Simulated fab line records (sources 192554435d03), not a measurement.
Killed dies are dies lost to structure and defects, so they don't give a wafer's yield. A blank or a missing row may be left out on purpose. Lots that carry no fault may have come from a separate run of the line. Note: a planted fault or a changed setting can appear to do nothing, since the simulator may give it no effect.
Comparing a struck lot with a sound one -- flow n5Finfet -- 38 out of 1938 route steps
Sound: wafers L243.2, L243.3, L243.5. Struck: wafers L251.1, L251.5, L251.6. Last of all comes the cause.
Per side, at each step with rows, come the tool, then ch with its chambers, and then its first start. Under that, the readings that differ: sound wafers -- struck wafers -- difference of the means -- sigmas: that difference in standard deviations of wafers without a fault.
alike: same words and numbers on both sides, and readings whose means sit less than 2 such deviations apart. not compared: any withheld reading, any reading some wafer has no value for, any bound like >300 that may hide the same value, and any number with overlapping values for which the record gives no deviation.
Wherever a step has rows on one side only, a row that says differs or no value, or a row with sigmas, the two part there. When numbers do not overlap yet have no deviation, they are printed without sigmas and do not part them. A reading missing from all wafers of one side parts the sides only when that side holds two or more wafers.

first, 9 steps without rows for these wafers: N5_BEOL_M1_ANNEAL_95 (time 240 s); N5_BEOL_M1_SPUTTER_96 (material Cu, target thk 4.5 nm, time 8.29 s); N5_BEOL_M1_ECD_50 (material Cu, target thk 300 nm); N5_BEOL_M1_ANNEAL_51 (time 90 s); N5_BEOL_M1_CMP_52 (polishes, stops on SiOC, t overpolish 6.8 s, target thk 40 nm); N5_BEOL_M1_PRE_CLEAN_60 (time 15 s); N5_BEOL_M1_CO_CAP_55 (material Co, precursor CCTBA/H2, target thk 2 nm, time 102.1 s); N5_BEOL_M1_PRE_CLEAN_56 (time 15 s); N5_BEOL_M1_DEP_57 (deposits SiCN from 3MS/NH3, target thk 8 nm, time 14 s).
N5_BEOL_M2_ILD_DEP_00: deposits SiOC from DEMS/O2, target thk 79 nm, time 15.3 s.
  sound on pecvd-01 ch 0,1,2, day 7 02:40; struck on pecvd-04 ch 0,1,2, day 9 01:52
  alike: heaterPowerW, rfFwdPowerW, showerheadPlenumPTorr, showerheadVppV, throttleValvePct
  not compared: sinceWetCleanH
N5_BEOL_M2_THK_MEAS_01:
  sound on filmMetro-01 at day 7 02:44; struck on filmMetro-01 at day 9 01:56
reading,sound,struck,difference,sigmas
M2_ILD_THK (nm),78.2 78.9 80.8,155.9 156.7 160.4,+78.4,+78
then, 24 steps without rows for these wafers: N5_BEOL_M2_PECVD_72 (deposits SiO2 from TEOS/O2, target thk 16 nm, time 18 s); N5_BEOL_M2_HM_DEP_02 (deposits TiN, target thk 20 nm); N5_BEOL_M2_COAT_61 (time 60 s, resist thk 60 nm); N5_BEOL_M2_COAT_62 (time 60 s, resist thk 12 nm); N5_BEOL_M2_COAT_73 (time 60 s, resist thk 5 nm); N5_BEOL_M2_COAT_05 (resist thk 30 nm); N5_BEOL_M2_EBR_07; N5_BEOL_M2_SOFTBAKE_06 (time 60 s); N5_BEOL_M2_EXPOSE_08 (exposes mask M2); N5_BEOL_M2_PEB_09 (peb time 60 s); N5_BEOL_M2_DEVELOP_10 (develop time 30 s); N5_BEOL_M2_DESCUM_16 (chemistry O2, time 7 s); N5_BEOL_M2_ETCH_74 (etches underlayer in N2/H2, target depth 6.5 nm, time 5.2 s); N5_BEOL_M2_ETCH_63 (etches SiARC in CF4, target depth 15.6 nm, time 26 s); N5_BEOL_M2_ETCH_64 (etches SOC in N2/H2, target depth 75 nm, overetch 22.5 nm, time 121.9 s); N5_BEOL_M2_STRIP_65 (strips in N2/H2); N5_BEOL_M2_STRIP_75 (strips in N2/H2); N5_BEOL_M2_STRIP_66 (strips in CF4); N5_BEOL_M2_HM_OPEN_17 (chemistry Cl2/BCl3, target TiN, target depth 20 nm, overetch 6 nm); N5_BEOL_M2_STRIP_19 (strips in O2); N5_BEOL_M2_COAT_67 (time 60 s, resist thk 60 nm); N5_BEOL_M2_COAT_68 (time 60 s, resist thk 12 nm); N5_BEOL_M2_COAT_76 (time 60 s, resist thk 5 nm); N5_BEOL_M2_COAT_22 (resist thk 30 nm).
N5_BEOL_M2_CMP_52: polishes, stops on SiOC, t overpolish 6.8 s, target thk 40 nm.
  sound on cmp-03 ch 0,1,3, day 7 19:01; struck on cmp-01 ch 0,1,2, day 9 14:29
reading,sound,struck,difference,sigmas
model.SiOC_of_BEOL_M2_ILD_DEP_00.thkNm (nm),75.2 75.8 77.8,152.8 153.8 157.2,+78.3,
  alike: barrierFieldEndpointS, clearingPlatenRpm, motorCurrentA, overpolishRunS, timeToEndpointS
N5_BEOL_M4_RC_MEAS_101:
  the record has rows for the sound wafers here (prober-02 ch 0, day 8 18:14) and none for the struck ones
-- the record jumps here: 6 days lie between the struck wafers' starts before and after (it left off in module BEOL_M4 and takes up again in module PASSIVATION, whose first step shown is number 1936 of the route) --
N5_PASSIVATION_PROBE_49:
  sound on prober-02 at day 13 06:23; struck on prober-01 at day 15 04:19
reading,sound,struck,difference,sigmas
defectLimitedYield (%),92.0 92.7 92.5,0 0 0,-92,-66
killed_at_M0_to_M3,26 33 32,1117 1134 1119,+1093,+99 or more
killedDies,94 86 88,1180 1180 1180,+1091,+64
killedOnRim,10 9 11,152 152 152,+142,+36
sort_bin_5_function (%),5.1 3.8 4.0,96.0 97.0 97.0,+92.4,+97
sortNPass,1086 1094 1092,0 0 0,-1091,-64
sortYieldPct (%),92.0 92.7 92.5,0 0 0,-92,-62
  alike: killed_at_M4_up, killedAtContacts, killedAtFrontEnd, killedAtOther, killedOpen, killedShort, sort_bin_6_memory

## WHERE THEY PART
Earliest at N5_BEOL_M2_THK_MEAS_01; latest, in this record, at N5_PASSIVATION_PROBE_49.

WHY: what the simulator had put in
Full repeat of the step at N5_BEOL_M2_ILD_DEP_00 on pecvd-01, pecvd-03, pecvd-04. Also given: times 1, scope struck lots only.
